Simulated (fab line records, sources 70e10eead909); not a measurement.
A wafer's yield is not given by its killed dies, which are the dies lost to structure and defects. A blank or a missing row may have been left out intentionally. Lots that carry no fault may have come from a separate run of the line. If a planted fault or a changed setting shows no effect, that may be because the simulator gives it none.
Comparing a struck lot with a sound one ; flow nand-harc ; 15 out of 1302 route steps
Sound: these wafers, L589.2, L589.3, L589.6. Struck: wafer L605.2 (left out: L605.3, L605.6 of the same lot, which were not struck); the cause appears at the end.
Per side, at each step with rows, come the tool, then ch with its chambers, and then its first start. Under that, the readings that differ: sound wafers ; struck wafers ; difference of the means ; sigmas: that difference in standard deviations of wafers without a fault.
alike: words and numbers the same on both sides, and readings whose means are apart by under 2 such deviations; not compared: readings that were withheld, readings missing a value for some wafer, numbers with overlapping values and no deviation given by the record, and bounds like >300 which may hide the same value.
Wherever a step has rows on one side only, a row that says differs or no value, or a row with sigmas, the two part there. When numbers do not overlap yet have no deviation, they are printed without sigmas and do not part them. A reading missing from all wafers of one side parts the sides only when that side holds two or more wafers.

NHARC_P_BONDPAD_CD_MEAS_09: the cd target is 500 nm.
  sound on cd-sem-03 ch 0, day 7 14:51; struck on cd-sem-02 ch 0, day 14 02:18
  alike: cd-nm
NHARC_P_BONDPAD_OVL_MEAS_38:
  sound on overlay-02 at day 7 14:56; struck on overlay-01 at day 14 02:23
  alike: overlay-x-nm, overlay-y-nm
then, 1 step without rows for these wafers: NHARC_P_BONDPAD_HARDBAKE_10 (time 65 s).
NHARC_P_BONDPAD_DESCUM_11: chemistry O2, time 3 s.
  sound on rie-diel-10 ch 0,1,2, day 7 15:04; struck on rie-diel-01 ch 0, day 14 02:31
  alike: chamber-pressure-mTorr, drypump-motor-current-A, mfc-ar-sccm, o2-flow-sccm, oes-product-au, rf-vpp-V, showerhead-plenum-p-Torr, throttle-valve-pct
  not compared: rf-hours-counter-h
then, 2 steps without rows for these wafers: NHARC_P_BONDPAD_ETCH_37 (etches the open film in N2/H2, target depth 60 nm, overetch 18 nm, time 65.91 s); NHARC_P_BONDPAD_ETCH_12 (etches the open film in CHF3/O2, target depth 200 nm, time 100 s).
NHARC_P_BONDPAD_CD_MEAS_13:
  sound on cd-sem-03 at day 7 15:23; struck on cd-sem-03 at day 14 02:50
  alike: cd-nm
NHARC_P_BONDPAD_STRIP_15: strips in O2.
  sound on rie-diel-01 ch 0,3, day 7 15:27; struck on rie-diel-05 ch 0, day 14 02:55
reading;sound;struck;difference;sigmas
drypump-motor-current-A (A);5.3 5.1 5.1;6.5;+1.3;+3
mfc-ar-sccm (sccm);0.035 0.037 0.037;0;+0;-3
  alike: chamber-pressure-mTorr, o2-flow-sccm, oes-product-au, rf-vpp-V, showerhead-plenum-p-Torr, throttle-valve-pct
  not compared: rf-hours-counter-h
NHARC_P_BONDPAD_ETCH_24: etches the open film in CF4/N2, target depth 30 nm, time 72.99 s.
  sound on rie-diel-01 ch 0,2,3; struck on rie-diel-05 ch 1
  alike: chamber-pressure-mTorr, drypump-motor-current-A, mfc-ar-sccm, oes-product-au, rf-vpp-V, showerhead-plenum-p-Torr, throttle-valve-pct
  not compared: rf-hours-counter-h
then, 2 steps without rows for these wafers: NHARC_P_BONDPAD_STRIP_16 (strips in post etch residue remover, time 600 s); NHARC_P_BONDPAD_DEGAS_25 (time 60 s).
NHARC_P_BONDPAD_PRE_CLEAN_26: time 30 s.
  sound on pvd-sputter-03; struck on pvd-sputter-02
reading;sound;struck;difference;sigmas
heater-power-w (W);474 417 465;335;-117;-2
NHARC_P_BONDPAD_PVD_17: deposits TaN, target thk 5 nm, time 8.06 s.
  sound on pvd-sputter-03 at day 7 16:07; struck on pvd-sputter-02 at day 14 03:35
reading;sound;struck;difference;sigmas
time-s (s);8.06 8.06 8.06;5.2925;-2.7675;
  alike: throttle-valve-pct
NHARC_P_BONDPAD_PVD_27: deposits Cu, target thk 30 nm, time 20.49 s.
  sound on pvd-sputter-03; struck on pvd-sputter-02
reading;sound;struck;difference;sigmas
throttle-valve-pct (%);31.2 29.9 31.5;29.5;-1.4;-2
  not compared: time-s
following that, these wafers have no rows for 1 step: NHARC_END_SORT_01.

## WHERE THEY PART
Earliest at NHARC_P_BONDPAD_STRIP_15; latest, in this record, at NHARC_P_BONDPAD_PVD_27.

WHY: what had been put in by the simulator
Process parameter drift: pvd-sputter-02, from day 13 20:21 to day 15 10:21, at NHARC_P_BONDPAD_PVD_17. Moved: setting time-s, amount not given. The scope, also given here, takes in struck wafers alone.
